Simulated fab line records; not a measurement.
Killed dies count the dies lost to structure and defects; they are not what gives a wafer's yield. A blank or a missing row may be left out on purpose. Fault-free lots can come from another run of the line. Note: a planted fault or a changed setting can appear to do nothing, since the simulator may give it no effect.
Matching of chambers | flow n5-finfet | N5_BEOL_M0_SAQP_STRIP_108 on rie-diel-02 has 4 sister chambers
The step strips in N2/H2. 20 wafers are shown with their chamber, then 10 later ones without.

== EACH WAFER AND ITS CHAMBER ==
wafer  | chamber | showerhead-plenum-p-Torr (Torr) | drypump-motor-current-A (A) | throttle-valve-pct (%)
L074.1 | 1       | 3.47                            | 5.6                         | 18.59
L074.3 | 2       | 3.36                            | 5.1                         | 18.83
L074.6 | 1       | 3.47                            | 5.6                         | 18.58
L078.1 | 3       | 3.29                            | 5.0                         | 19.33
L078.2 | 2       | 3.35                            | 5.1                         | 18.86
L078.5 | 1       | 3.47                            | 5.6                         | 18.59
L079.2 | 2       | 3.35                            | 5.1                         | 18.86
L079.4 | 3       | 3.29                            | 5.0                         | 19.32
L079.6 | 0       | 3.45                            | 6.5                         | 19.12
L083.2 | 1       | 3.46                            | 5.6                         | 18.61
L083.3 | 0       | 3.45                            | 6.4                         | 19.12
L083.4 | 3       | 3.29                            | 5.0                         | 19.34
L084.1 | 3       | 3.29                            | 4.9                         | 19.32
L084.2 | 2       | 3.35                            | 5.1                         | 18.87
L084.3 | 0       | 3.45                            | 6.6                         | 19.15
L085.1 | 3       | 3.29                            | 5.0                         | 19.35
L085.2 | 1       | 3.46                            | 5.6                         | 18.61
L085.3 | 0       | 3.45                            | 6.5                         | 19.14
L087.1 | 1       | 3.46                            | 5.6                         | 18.62
L087.5 | 2       | 3.35                            | 5.1                         | 18.88

SIGNATURES (means of the wafers above)
reading                  | chamber 0 | chamber 1 | chamber 2 | chamber 3 | scatter within a chamber
showerhead-plenum-p-Torr | 3.4500    | 3.4650    | 3.3520    | 3.2900    | 0.00379
drypump-motor-current-A  | 6.500     | 5.600     | 5.100     | 4.980     | 0.0418
throttle-valve-pct       | 19.1325   | 18.6000   | 18.8600   | 19.3320   | 0.0157
Rule: for a wafer and a chamber, the distance is found by dividing, reading by reading, the gap between the wafer's reading and the chamber's mean by the reading's scatter, squaring, summing and taking the root. The wafer belongs to the nearest chamber; if the next one is less than 2 further off, it can't be placed. The scatter: the root of (the sum of the squares of (reading less its chamber's mean) over the shown wafers, divided by (wafers less chambers)).

== WAFERS MISSING THEIR CHAMBER ==
wafer  | showerhead-plenum-p-Torr (Torr) | drypump-motor-current-A (A) | throttle-valve-pct (%)
L087.6 | 3.28                            | 5.0                         | 19.35
L090.1 | 3.28                            | 5.0                         | 19.34
L090.3 | 3.34                            | 5.1                         | 18.88
L090.4 | 3.45                            | 5.6                         | 18.61
L091.1 | 3.44                            | 6.5                         | 18.69
L091.2 | 3.28                            | 5.0                         | 19.36
L091.6 | 3.44                            | 6.5                         | 18.70
L093.2 | 3.44                            | 6.5                         | 18.70
L093.5 | 3.44                            | 6.5                         | 18.69
L093.6 | 3.28                            | 5.0                         | 19.37

== CHAMBER TAKEN BY EACH ==
wafer  | from the rows above | in truth
L087.6 | 3                   | 3
L090.1 | 3                   | 3
L090.3 | 2                   | 2
L090.4 | 1                   | 1
L091.1 | 1                   | 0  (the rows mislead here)
L091.2 | 3                   | 3
L091.6 | 1                   | 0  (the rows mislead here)
L093.2 | 1                   | 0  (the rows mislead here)
L093.5 | 1                   | 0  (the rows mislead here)
L093.6 | 3                   | 3
Correctly placed: 6 of 10. From these rows, 0 cannot be placed. Placed wrongly: 4.
